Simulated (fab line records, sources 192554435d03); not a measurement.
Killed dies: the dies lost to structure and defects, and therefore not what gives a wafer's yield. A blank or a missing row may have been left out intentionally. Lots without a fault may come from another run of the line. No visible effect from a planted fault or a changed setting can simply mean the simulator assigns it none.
A struck lot beside a sound one :: flow n5 finfet :: 15 steps out of a route of 1938
Sound: these wafers, L169.1, L169.2, L169.6. Struck: wafer L182.5 (L182.3, L182.4, from the same lot, were not struck and are left out); the cause is given at the end.
At each step with rows: each side's tool, then ch and its chambers, then its first start. Under that, the readings that differ: sound wafers :: struck wafers :: difference of the means :: sigmas: that difference in standard deviations of wafers without a fault.
alike: readings with means less than 2 such deviations apart, plus words and numbers identical on both sides. not compared: withheld readings, readings lacking a value on some wafer, bounds such as >300 that could conceal the same value, and numbers that have no deviation in the record and whose values overlap.
The two part at a step that has a row with sigmas, a row that says differs or no value, or rows on one side only. Non-overlapping numbers with no deviation appear without sigmas and do not part them. A reading missing from all wafers of one side parts the sides only when that side holds two or more wafers.

first, 3 steps without rows for these wafers: N5_FIN_SAQP_STRIP_53 (strips in N2/H2); N5_FIN_SAQP_HM_OPEN_73 (chemistry CHF3/O2, target SiO2, stops on a-Si, target depth 12 nm, time 16.8 s); N5_FIN_SAQP_STRIP_74 (strips in CHF3/O2).
N5_FIN_SAQP_MANDREL_ETCH_22: etches a-Si in HBr/Cl2, stops on SiNx, target depth 60 nm, bt time 10 s, time 30 s.
  sound on rie si-06 ch 0,1,3, day 3 16:19; struck on rie si-06 ch 2, day 6 22:31
  alike: drypump motor current A, oes product au, throttle valve pct
  not compared: rf hours counter h
N5_FIN_SAQP_STRIP_55: strips in N2/H2.
  sound on rie diel-04 ch 1,2, day 3 16:27; struck on rie diel-04 ch 3, day 6 22:37
reading: n2 flow sccm (sccm)
sound: 300.1 299.4 299.0
struck: 302.3
difference: +2.8
sigmas: +3

reading: showerhead plenum p Torr (Torr)
sound: 3.48 3.36 3.48
struck: 3.25
difference: -0.19
sigmas: -2
  alike: drypump motor current A, h2 flow sccm, oes product au, rf vpp V, throttle valve pct
  not compared: rf hours counter h
then, 3 steps without rows for these wafers: N5_FIN_SAQP_STRIP_23 (strips in SPM, time 750 s); N5_FIN_SAQP_SRD_66 (time 30 s); N5_FIN_SAQP_RECESS_75 (chemistry HF/NH3, target SiO2, target depth 14.4 nm, afs cycles 3, sublimation time 60 s).
N5_FIN_SAQP_SPACER1_ALD_24: deposits SiO2, target thk 20.3 nm, pulse time 1 s, purge time 2 s.
  sound on ald sin-02 ch 0,1,2, day 3 17:11; struck on ald sin-02 ch 2, day 6 23:19
  alike: heater power w, precursor pulse height rel
then, 1 step without rows for these wafers: N5_FIN_SAQP_SPACER1_ETCHBACK_25 (etches SiO2 in CHF3/O2, target depth 24.4 nm, time 12.2 s).
N5_FIN_SAQP_MANDREL1_REMOVE_56: chemistry HBr/Cl2/O2, target a-Si, stops on SiNx, bt time 10 s.
  sound on rie si-01 ch 1,2, day 3 18:06; struck on rie si-05 ch 3, day 7 00:16
reading: drypump motor current A (A)
sound: 6.5 5.8 6.5
struck: 5.2
difference: -1.1
sigmas: -2
  alike: oes product au, throttle valve pct
  not compared: rf hours counter h
N5_FIN_SAQP_CD_MEAS_27: the cd target is 20 nm.
  sound on cd sem-01 ch 0, day 3 18:13; struck on cd sem-02 ch 0, day 7 00:23
  alike: cd nm
N5_FIN_SAQP_ETCH_57: etches SiNx in CH3F/O2, target depth 32.5 nm, time 46.4 s.
  sound on rie diel-05 ch 1,3, day 3 18:19; struck on rie diel-05 ch 0, day 7 00:26
reading: etch rf on time s (s)
sound: 47.4 45.2 47.7
struck: 58.7
difference: +11.9
sigmas: +12

reading: showerhead plenum p Torr (Torr)
sound: 2.07 2.00 2.00
struck: 1.88
difference: -0.14
sigmas: -2
  alike: drypump motor current A, oes product au, rf vpp V, throttle valve pct
  not compared: rf hours counter h
N5_FIN_SAQP_ETCH_65: etches SiO2 in CF4, target depth 4 nm, time 4.4 s.
  sound on rie si-06 ch 1,2, day 3 18:26; struck on rie si-01 ch 2, day 7 00:32
reading: oes product au (a.u.)
sound: 1.057 1.022 1.046
struck: 1.004
difference: -0.038
sigmas: -2
  alike: cf4 flow sccm, drypump motor current A, throttle valve pct
  not compared: rf hours counter h
N5_PASSIVATION_PROBE_49:
  the record has rows for the sound wafers here (prober-01, day 14 01:23) and none for the struck ones

## WHERE THEY PART
First at N5_FIN_SAQP_STRIP_55; last, within this record, at N5_PASSIVATION_PROBE_49.

WHY: what the simulator had put in
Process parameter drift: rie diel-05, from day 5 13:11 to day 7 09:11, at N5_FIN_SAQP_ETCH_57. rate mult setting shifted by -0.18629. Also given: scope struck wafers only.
